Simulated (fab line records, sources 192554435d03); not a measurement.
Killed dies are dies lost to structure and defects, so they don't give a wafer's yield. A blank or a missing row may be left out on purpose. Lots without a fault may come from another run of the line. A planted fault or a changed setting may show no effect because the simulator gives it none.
Chamber matching | flow n5_finfet | N5_BEOL_M0_SAQP_SPACER1_ETCHBACK_99 on rie_diel-06: 4 sister chambers
The step etches SiO2 in CHF3/O2, target depth 15.4 nm, time 7.7 s. 4 wafers are shown with their chamber, then 9 later ones without.

WAFERS WITH THEIR CHAMBER
wafer  | chamber | showerhead_plenum_p_Torr (Torr)
L081.1 | 0       | 2.53
L084.5 | 1       | 2.40
L086.5 | 2       | 2.48
L086.6 | 3       | 2.31

WAFERS WITHOUT THEIR CHAMBER
wafer  | showerhead_plenum_p_Torr (Torr)
L089.3 | 2.31
L089.5 | 2.31
L089.6 | 2.52
L092.1 | 2.39
L092.2 | 2.52
L092.4 | 2.30
L095.3 | 2.52
L095.4 | 2.39
L095.6 | 2.30

WHICH CHAMBER EACH WENT THROUGH
wafer  | from the rows above | in truth
L089.3 | 3                   | 3
L089.5 | 3                   | 3
L089.6 | 0                   | 0
L092.1 | 1                   | 1
L092.2 | 0                   | 0
L092.4 | 3                   | 3
L095.3 | 0                   | 0
L095.4 | 1                   | 1
L095.6 | 3                   | 3
Placed correctly: 9 of 9. Can't be placed from these rows: 0. Placed wrongly: 0.
How it was worked out, from the rows above alone: a wafer's distance from a chamber is the root of the sum, over the readings, of the square of ((its reading less the chamber's mean) divided by the reading's scatter). The wafer belongs to the nearest chamber; if the next one is less than 2 further off, it can't be placed. A chamber's mean is the mean of its shown wafers. The scatter: with one shown wafer a chamber, the root of the mean of the squares of how far each hidden wafer lies from its nearest shown one.
